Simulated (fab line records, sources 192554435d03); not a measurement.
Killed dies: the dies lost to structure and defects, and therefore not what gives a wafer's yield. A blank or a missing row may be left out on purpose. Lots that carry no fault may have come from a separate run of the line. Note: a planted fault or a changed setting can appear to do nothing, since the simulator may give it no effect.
fab line records	flow n5_finfet
[record] lots = 7	wafers = 21	last_day = 17
route steps=1938 shown HKMG_FIN@439 BEOL_M4@1111
lots that met no fault: from a run of the same line without faults
start_h: the number of hours between the record's first day and the start of the first shown wafer of the lot	wait_h: hours elapsed since this lot's preceding step	" same as the row above	L1.1+2: one row covering several wafers at once	- either no value or no given start	* or withheld: withheld	< > ~ a bound
route shown NAME@n: names a module that has steps shown in the file, with the first one's number in the route	usual: the fault-free wafers' mean and standard deviation	same: alike in all rows	chamber/n: place in a boat	sites: readings site by site	_std_site: the standard deviation of these	_edge_site: inner sites' mean taken away from outer sites' mean	radius_mm: for every site, how far away it sits from the centre of the wafer	mask NAME#n: copy n	behind: the most recent tool/chamber to have shaped the wafer	hold: the reason the lot was held/the length of the hold in hours/how it ended	device: whichever transistor did not switch (one of n, p or np)	end of line: tests of these same wafers at the route's end	a step with no rows: only its recipe	killed: count of dies lost to structure and defects at first sort (not the wafer's yield)	map: per-die view of a wafer (x killed, . not killed, _ where there is no die)
set.NAME: the setting the step ran with; set.NAME@STEP: the setting that earlier step ran with	model.NAME: the simulator's own value behind a step, which no gauge read
lots at some steps of the route; a table a step, a row a wafer
services: when a tool's chamber went out of use (start_h, in hours from the record's first day, below 0 if earlier), for how many hours, and the reason
[[steps]]
[step N5_HKMG_FIN_STRIP_92]
[recipe] chemistry = N2/H2	material = SOC	time_s = 20	power_w = 500	temp_c = 40	pressure_mtorr = 50	rf_frequency_hz = 6e+07	bias_power_w = 8	h2_frac = 0.5	n2_flow_sccm = 300	h2_flow_sccm = 300
[step N5_HKMG_FIN_WET_ETCH_18]
[recipe] chemistry = SC1	target = TiN	mix = 1:1:5	temp_c = *	time_s = 55	target_depth_nm = 5.2	dry = ipa_marangoni	rinse_time_s = 30	rinse_temp_c = 23
[step N5_HKMG_FIN_STRIP_19]
[recipe] chemistry = N2/H2	power_w = 2500	temp_c = 300	h2_frac = 0.65	time_s = 360	pressure_mtorr = withheld	n2_flow_sccm = 1750	h2_flow_sccm = 3250
[usual] drypump_motor_current_A = 5.6/0.49	heater_power_w = 492/51
lot.wafer	tool	chamber	start_h	wait_h	drypump_motor_current_A	heater_power_w	rf_hours_counter_h
L581.4	plasma_asher-01	1	95.76	0.1	4.9	486	-
L581.5	"	0	"	"	6.0	445	-
L581.6	"	1	"	"	4.9	482	-
L588.1	plasma_asher-01	0	137.65	0.0	6.1	444	48
L588.4	"	1	"	"	4.9	483	-
L588.5	"	0	"	"	6.0	446	-
L595.2	plasma_asher-02	1	177.77	0.0	5.4	573	111
L595.3	"	0	"	"	6.0	459	-
L595.6	"	0	"	"	6.0	464	-
L596.1	plasma_asher-02	0	181.60	0.0	6.0	465	113
L596.4	"	0	"	"	6.0	455	-
L596.5	"	0	"	"	6.0	467	-
L597.1	plasma_asher-01	1	192.10	0.0	4.9	492	59
L597.3	"	0	"	"	6.0	454	-
L597.4	"	1	"	"	4.9	487	-
L599.1	plasma_asher-01	1	207.09	0.0	4.9	494	61
L599.2	"	0	"	"	6.0	455	61
L599.4	"	1	"	"	4.9	484	-
L601.1	plasma_asher-01	1	218.43	0.0	4.9	483	63
L601.3	"	1	"	"	4.9	493	-
L601.6	"	1	"	"	4.9	495	-
[step N5_HKMG_FIN_ALD_91]
[recipe] material = TiN	target_thk_a = 10	temp_c = 400	ald_precursor_family = TiCl4	ald_co_reactant = NH3	pulse_time_s = 1	purge_time_s = 3	co_reactant_purge_time_s = 2	co_reactant_pulse_time_s = 2	ald_cycles = 47	pressure_torr = 3
[usual] heater_power_w = 879/97	precursor_pulse_height_rel = 1.002/0.019
lot.wafer	tool	chamber	start_h	wait_h	heater_power_w	precursor_pulse_height_rel	since_wet_clean_h
L581.4	ald_metal-01	1	96.02	0.1	822	1.019	5913
L581.5	"	2	"	"	724	0.988	-
L581.6	"	3	"	"	936	1.016	-
L588.1	ald_metal-02	3	138.04	0.3	727	1.009	4416
L588.4	"	0	"	"	960	1.017	4416
L588.5	"	2	"	"	865	1.020	-
L595.2	ald_metal-03	3	178.15	0.3	796	1.016	1379
L595.3	"	1	"	"	798	0.969	1379
L595.6	"	2	"	"	906	0.995	-
L596.1	ald_metal-03	1	181.99	0.3	830	0.981	1383
L596.4	"	3	"	"	816	1.034	1383
L596.5	"	0	"	"	935	1.001	-
L597.1	ald_metal-02	2	192.48	0.3	871	1.004	4471
L597.3	"	0	"	"	964	0.990	4471
L597.4	"	3	"	"	722	0.998	4471
L599.1	ald_metal-03	1	207.48	0.3	807	1.017	1409
L599.2	"	0	"	"	937	0.970	1409
L599.4	"	3	"	"	791	0.979	1409
L601.1	ald_metal-03	2	218.81	0.3	911	1.006	1420
L601.3	"	3	"	"	810	0.994	1420
L601.6	"	1	"	"	842	1.013	-
[step N5_HKMG_FIN_COAT_85]
[recipe] resist = SOC	temp_c = 250	time_s = 60	spin_rpm = 1500	resist_thk_nm = 300
[step N5_HKMG_FIN_ETCH_86]
[recipe] chemistry = N2/H2	target = SOC	target_depth_a = 3932	stop_on = TiN	ion_energy_ev = 100	bias_w = 61	pressure_mtorr = 30	source_w = 850	n2_flow_sccm = 200	h2_flow_sccm = 200
[usual] bias_w = 60.98/0.19	chamber_pressure_mTorr = 29.998/0.028	drypump_motor_current_A = 5.9/0.39	oes_product_au = 0.83/0.1	rf_fwd_power_W = 844/3	rf_vpp_V = 241.2/1.3	showerhead_plenum_p_Torr = 2.58/0.069	throttle_valve_pct = 17.83/0.23
lot.wafer	tool	chamber	start_h	wait_h	bias_w	chamber_pressure_mTorr	drypump_motor_current_A	oes_product_au	rf_fwd_power_W	rf_hours_counter_h	rf_vpp_V	showerhead_plenum_p_Torr	throttle_valve_pct
L581.4	rie_diel-06	2	96.64	-	60.73	29.990	5.7	0.95	847	-	239.9	2.50	17.72
L581.5	"	1	"	"	60.88	30.009	6.5	0.68	845	-	242.2	2.61	18.23
L581.6	"	3	"	"	61.07	29.981	5.4	0.71	843	-	241.4	2.52	18.09
L588.1	rie_diel-06	1	138.38	-	60.91	29.961	6.5	0.96	845	1	241.1	2.60	17.82
L588.4	"	2	"	"	60.99	29.993	5.7	0.90	843	27	240.7	2.49	17.76
L588.5	"	0	"	"	61.09	30.029	6.2	0.92	844	-	240.6	2.49	18.00
L595.2	rie_diel-01	2	178.57	-	60.80	29.983	5.9	0.70	843	229	241.5	2.60	17.87
L595.3	"	3	"	"	60.95	29.955	5.3	0.88	847	25	240.8	2.68	17.80
L595.6	"	3	"	"	61.15	30.019	5.3	0.87	845	-	243.0	2.68	17.84
L596.1	rie_diel-02	1	182.32	-	61.15	30.057	5.5	0.71	842	208	242.2	2.60	17.95
L596.4	"	0	"	"	60.87	30.021	6.0	0.84	843	62	241.8	2.58	17.60
L596.5	"	2	"	"	60.61	29.979	6.2	0.88	846	-	242.8	2.58	17.34
L597.1	rie_diel-06	2	192.84	-	60.83	30.025	5.7	0.86	845	47	240.3	2.49	17.79
L597.3	"	3	"	"	60.81	30.026	5.4	0.68	845	210	240.6	2.51	18.16
L597.4	"	1	"	"	61.07	29.958	6.5	0.89	844	23	242.2	2.59	17.87
L599.1	rie_diel-01	3	207.82	-	61.27	29.956	5.3	0.86	847	36	243.2	2.68	17.84
L599.2	"	2	"	"	61.03	30.011	5.9	0.69	843	240	241.5	2.60	17.91
L599.4	"	1	"	"	61.14	29.988	6.1	0.95	836	5	241.3	2.50	17.64
L601.1	rie_diel-02	0	219.36	-	61.15	30.040	6.0	0.83	841	74	240.5	2.57	17.64
L601.3	"	1	"	"	60.70	29.980	5.5	0.71	844	222	239.8	2.59	17.97
L601.6	"	1	"	"	60.70	29.988	5.5	0.70	841	-	239.7	2.59	17.99
[step N5_HKMG_FIN_STRIP_89]
[recipe] chemistry = N2/H2	material = SOC	time_s = 20	power_w = 500	temp_c = 40	pressure_mtorr = 50	rf_frequency_hz = 6e+07	bias_power_w = 8	h2_frac = 0.5	n2_flow_sccm = 300	h2_flow_sccm = 300
[usual] drypump_motor_current_A = 5.9/0.39	oes_product_au = 0.83/0.11	rf_fwd_power_W = 497.1/1.8	rf_vpp_V = 54.2/0.8	showerhead_plenum_p_Torr = 3.41/0.087	throttle_valve_pct = 19.1/0.35
lot.wafer	tool	chamber	start_h	wait_h	drypump_motor_current_A	oes_product_au	rf_fwd_power_W	rf_hours_counter_h	rf_vpp_V	showerhead_plenum_p_Torr	throttle_valve_pct
L581.4	rie_diel-06	2	96.70	0.0	5.7	0.96	497.2	-	52.8	3.31	19.4
L581.5	"	1	"	"	6.5	0.67	499.4	-	54.7	3.44	19.3
L581.6	"	3	"	"	5.4	0.70	497.2	-	55.0	3.33	19.4
L588.1	rie_diel-06	1	138.44	0.0	6.5	0.94	498.2	2	56.3	3.43	18.9
L588.4	"	2	"	"	5.7	0.90	501.0	27	54.7	3.30	19.4
L588.5	"	0	"	"	6.2	0.93	494.7	-	54.9	3.29	19.7
L595.2	rie_diel-01	2	178.63	0.0	5.9	0.69	496.5	230	54.3	3.43	18.9
L595.3	"	3	"	"	5.3	0.89	495.7	25	54.0	3.54	19.1
L595.6	"	3	"	"	5.3	0.90	495.0	-	56.1	3.54	19.1
L596.1	rie_diel-02	1	182.38	0.0	5.5	0.72	496.2	209	53.7	3.43	18.8
L596.4	"	0	"	"	6.0	0.84	494.8	62	54.3	3.40	18.9
L596.5	"	2	"	"	6.2	0.87	499.6	-	53.7	3.41	18.3
L597.1	rie_diel-06	2	192.90	0.0	5.7	0.87	498.6	47	53.3	3.29	19.4
L597.3	"	3	"	"	5.4	0.68	494.9	210	53.5	3.31	19.4
L597.4	"	1	"	"	6.5	0.89	499.3	23	53.9	3.42	19.0
L599.1	rie_diel-01	3	207.88	0.0	5.4	0.87	499.4	36	53.0	3.53	19.1
L599.2	"	2	"	"	5.9	0.68	496.5	240	54.2	3.43	18.9
L599.4	"	1	"	"	6.1	0.93	497.6	5	53.9	3.30	19.1
L601.1	rie_diel-02	0	219.42	0.0	6.0	0.84	496.4	75	54.4	3.40	18.9
L601.3	"	1	"	"	5.5	0.71	497.5	222	53.5	3.42	18.9
L601.6	"	1	"	"	5.5	0.71	498.5	-	54.0	3.42	18.9
[step N5_HKMG_FIN_WET_ETCH_87]
[recipe] chemistry = SC1	target = TiN	mix = 1:2:40	temp_c = 50	time_s = 154.2	target_depth_nm = 4.7	dry = ipa_marangoni	rinse_time_s = 30	rinse_temp_c = 23
[step N5_HKMG_FIN_STRIP_88]
[recipe] chemistry = N2/H2	power_w = 2500	temp_c = 300	h2_frac = 0.65	time_s = 360	pressure_mtorr = withheld	n2_flow_sccm = 1750	h2_flow_sccm = 3250
[usual] drypump_motor_current_A = 5.6/0.46	heater_power_w = 497/55
lot.wafer	tool	chamber	start_h	wait_h	drypump_motor_current_A	heater_power_w	rf_hours_counter_h
L581.4	plasma_asher-02	1	96.98	0.1	5.4	596	-
L581.5	"	1	"	"	5.4	584	-
L581.6	"	0	"	"	6.0	454	-
L588.1	plasma_asher-01	1	138.63	0.0	4.9	485	48
L588.4	"	1	"	"	4.9	492	-
L588.5	"	1	"	"	4.9	501	-
L595.2	plasma_asher-02	0	178.82	0.0	6.0	461	112
L595.3	"	1	"	"	5.4	583	-
L595.6	"	1	"	"	5.4	593	-
L596.1	plasma_asher-02	1	182.58	0.0	5.4	586	113
L596.4	"	1	"	"	5.4	588	-
L596.5	"	1	"	"	5.4	603	-
L597.1	plasma_asher-02	0	193.09	0.0	6.0	469	115
L597.3	"	1	"	"	5.4	575	-
L597.4	"	0	"	"	6.0	464	-
L599.1	plasma_asher-02	0	208.07	0.0	5.9	455	118
L599.2	"	1	"	"	5.4	586	118
L599.4	"	0	"	"	5.9	451	-
L601.1	plasma_asher-01	0	219.61	0.0	6.0	455	64
L601.3	"	0	"	"	6.0	451	-
L601.6	"	1	"	"	4.9	476	-
[step N5_HKMG_FIN_NWFM_ALD_20]
[recipe] material = TiAlC	target_thk_a = 20	temp_c = 300	ald_precursor_family = TiCl4	ald_co_reactant = TEA	pulse_time_s = 3	purge_time_s = 2	co_reactant_purge_time_s = 2	co_reactant_pulse_time_s = 10	ald_cycles = 7	pressure_torr = 3
[step N5_HKMG_FIN_ALD_71]
[recipe] material = TiN	target_thk_a = 10	temp_c = 400	ald_precursor_family = TiCl4	ald_co_reactant = NH3	pulse_time_s = 1	purge_time_s = 3	co_reactant_purge_time_s = 2	co_reactant_pulse_time_s = 2	ald_cycles = 47	pressure_torr = 3
[step N5_HKMG_FIN_COAT_66]
[recipe] resist = SOC	temp_c = 250	time_s = 60	spin_rpm = 1500	resist_thk_nm = 300
[step N5_HKMG_FIN_ETCH_67]
[recipe] chemistry = N2/H2	target = SOC	target_depth_a = 3889	stop_on = TiN	ion_energy_ev = 100	bias_w = 61	pressure_mtorr = 30	source_w = 850	n2_flow_sccm = 200	h2_flow_sccm = 200
[usual] bias_w = 60.99/0.2	chamber_pressure_mTorr = 29.995/0.026	drypump_motor_current_A = 5.9/0.37	oes_product_au = 0.82/0.099	rf_fwd_power_W = 844/3.1	rf_vpp_V = 241.0/1	showerhead_plenum_p_Torr = 2.57/0.06	throttle_valve_pct = 17.81/0.26
lot.wafer	tool	chamber	start_h	wait_h	bias_w	chamber_pressure_mTorr	drypump_motor_current_A	oes_product_au	rf_fwd_power_W	rf_hours_counter_h	rf_vpp_V	showerhead_plenum_p_Torr	throttle_valve_pct	model.SOC_of_HKMG_FIN_COAT_66.thk_nm	model.TiN_of_HKMG_FIN_ALD_71.thk_nm
L581.4	rie_diel-02	2	97.79	-	61.06	29.997	6.2	0.93	846	-	240.3	2.59	17.29	13.2	1
L581.5	"	1	"	"	61.07	30.019	5.5	0.73	841	-	241.3	2.61	17.89	23.8	1
L581.6	"	0	"	"	60.94	29.986	6.0	0.89	844	-	242.1	2.59	17.54	15.2	1
L588.1	rie_diel-06	0	139.47	-	61.06	30.023	6.2	0.93	837	11	240.8	2.49	17.99	8.2	0
L588.4	"	1	"	"	60.85	30.025	6.5	0.96	849	2	241.2	2.60	17.83	20.2	1
L588.5	"	2	"	"	61.06	29.987	5.7	0.90	843	-	240.1	2.49	17.78	12.2	0.6
L595.2	rie_diel-06	2	179.65	-	-	-	-	-	-	-	-	-	-	300.6	1
L595.3	"	1	"	"	-	-	-	-	-	-	-	-	-	301	1
L595.6	"	2	"	"	-	-	-	-	-	-	-	-	-	301	1
L596.1	rie_diel-06	2	183.44	-	-	-	-	-	-	-	-	-	-	300.4	1
L596.4	"	3	"	"	-	-	-	-	-	-	-	-	-	299.2	1
L596.5	"	1	"	"	-	-	-	-	-	-	-	-	-	301.4	1
L597.1	rie_diel-06	0	193.96	-	-	-	-	-	-	-	-	-	-	299.8	1
L597.3	"	3	"	"	-	-	-	-	-	-	-	-	-	300.2	1
L597.4	"	2	"	"	-	-	-	-	-	-	-	-	-	300.8	1
L599.1	rie_diel-02	3	208.89	-	61.29	30.026	5.5	0.85	846	30	242.4	2.60	17.50	16	1
L599.2	"	0	"	"	61.01	29.985	6.0	0.83	845	71	240.6	2.57	17.62	13.6	0.8
L599.4	"	1	"	"	61.11	29.990	5.5	0.71	841	218	241.1	2.59	17.97	17.8	1
L601.1	rie_diel-01	1	220.54	-	60.81	29.970	6.1	0.92	836	10	240.8	2.50	17.68	20.6	1
L601.3	"	0	"	"	61.17	30.013	6.0	0.83	840	63	241.8	2.69	17.77	12.6	1
L601.6	"	1	"	"	60.61	29.996	6.1	0.92	839	-	239.4	2.50	17.66	20	1
[step N5_HKMG_FIN_STRIP_90]
[recipe] chemistry = N2/H2	material = SOC	time_s = 20	power_w = 500	temp_c = 40	pressure_mtorr = 50	rf_frequency_hz = 6e+07	bias_power_w = 8	h2_frac = 0.5	n2_flow_sccm = 300	h2_flow_sccm = 300
[step N5_BEOL_M4_RC_MEAS_101]
[usual] DIBL_N = 36.9/1.7	DIBL_P = 37.3/2.3	IOFF_N = 0.16/0.033	IOFF_P = 0.22/0.04	ION_N = 673/12	ION_P = 463/8	SS_N = 71.6/0.58	SS_P = 73.4/0.74	VT_N = 250/3.2	VT_P = -250/3.4
lot.wafer	tool	chamber	start_h	wait_h	DIBL_N[mV/V]	DIBL_P[mV/V]	IOFF_N[nA/um]	IOFF_P[nA/um]	ION_N[uA/um]	ION_P[uA/um]	SS_N[mV/dec]	SS_P[mV/dec]	VT_N[mV]	VT_P[mV]
L581.4	prober-02	0	186.59	0.5	35.9	37.2	0.16	0.22	677	467	72.1	72.7	249	-249
L581.5	"	0	"	"	37.6	39.0	0.19	0.25	672	466	72.5	73.2	247	-248
L581.6	"	0	"	"	34.1	35.3	0.13	0.18	663	454	71.8	72.8	252	-251
L588.1	prober-02	0	225.44	0.0	38.9	38.5	0.18	0.27	675	470	72.4	74.2	253	-245
L588.4	"	0	"	"	36.1	36.2	0.14	0.23	663	466	71.3	72.8	251	-250
L588.5	"	0	"	"	39.2	41.3	0.21	0.34	680	475	72.0	73.9	247	-241
L599.1	prober-01	0	308.00	0.0	39.3	41.1	0.21	0.27	674	461	72.5	74.2	247	-250
L599.2	"	0	"	"	39.9	40.9	0.22	0.26	680	463	73.4	74.5	247	-250
L599.4	"	0	"	"	38.5	39.9	0.18	0.25	677	466	72.4	74.5	252	-249
L601.1	prober-02	0	310.92	0.0	36.1	35.6	0.12	0.18	661	457	71.6	72.2	255	-253
L601.3	"	0	"	"	37.0	37.3	0.14	0.21	683	468	70.8	72.8	251	-250
L601.6	"	0	"	"	35.4	35.4	0.12	0.18	666	467	71.0	72.0	256	-251
[[services]]
tool	chamber	start_h	hours	kind
ald_metal-01	-	81.42	8.7	pm
rie_diel-01	-	86.10	14.6	pm
rie_diel-06	0	89.21	9.2	repair
plasma_asher-01	-	96.51	2.3	repair
rie_diel-06	0	98.67	-	clean
rie_diel-06	0	98.67	-	consumable_replace:focus_ring
rie_diel-06	0	98.67	14.5	scheduled_down
rie_diel-06	0	98.67	14.5	vent_cycle
ald_metal-02	-	108.57	2.8	pm
ald_metal-02	-	111.78	14.6	pm
rie_diel-06	1	113.60	-	clean
rie_diel-06	1	113.60	-	consumable_replace:focus_ring
rie_diel-06	1	113.60	19.9	scheduled_down
rie_diel-06	1	113.60	19.9	vent_cycle
plasma_asher-01	-	115.26	2.2	repair
ald_metal-01	-	118.08	2.8	pm
ald_metal-03	1	122.43	6.3	repair
ald_metal-03	3	166.00	7.6	repair
rie_diel-02	2	171.75	5.4	repair
rie_diel-01	-	189.34	0.3	repair
ald_metal-03	-	193.09	2.8	pm
ald_metal-01	-	199.96	0.9	repair
rie_diel-01	2	218.92	9.9	repair
rie_diel-02	0	219.88	3.8	repair
[[key]]
[first_sign] step = N5_HKMG_FIN_ETCH_67	reading = tool_record	direction = missing
effect none on later readings
[model_effect] step = N5_HKMG_FIN_ETCH_67	value = SOC_of_HKMG_FIN_COAT_66.thk_nm	without = 15.11	struck = 300.5
met_at N5_HKMG_FIN_ETCH_67
struck_wafers L595.2,L595.3,L595.6,L596.1,L596.4,L596.5,L597.1,L597.3,L597.4
later_rows_left_out L595.2,L595.3,L595.6,L596.1,L596.4,L596.5,L597.1,L597.3,L597.4
sort_left_out L595.2,L595.3,L595.6,L596.1,L596.4,L596.5,L597.1,L597.3,L597.4
onset_between 139.47 179.65
[fault] kind = skipped_step_whole	tool = rie_diel-06	chamber = -	onset_h = 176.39	steps = N5_HKMG_FIN_ETCH_67	scope = struck_lots_only
// sort_left_out: the simulated sort isn't trusted on such a fault, so these wafers' sort isn't shown, and their yield isn't known
// later_rows_left_out: the simulator's readings of these wafers behind a module that went badly wrong aren't trusted and aren't shown, but for the sort
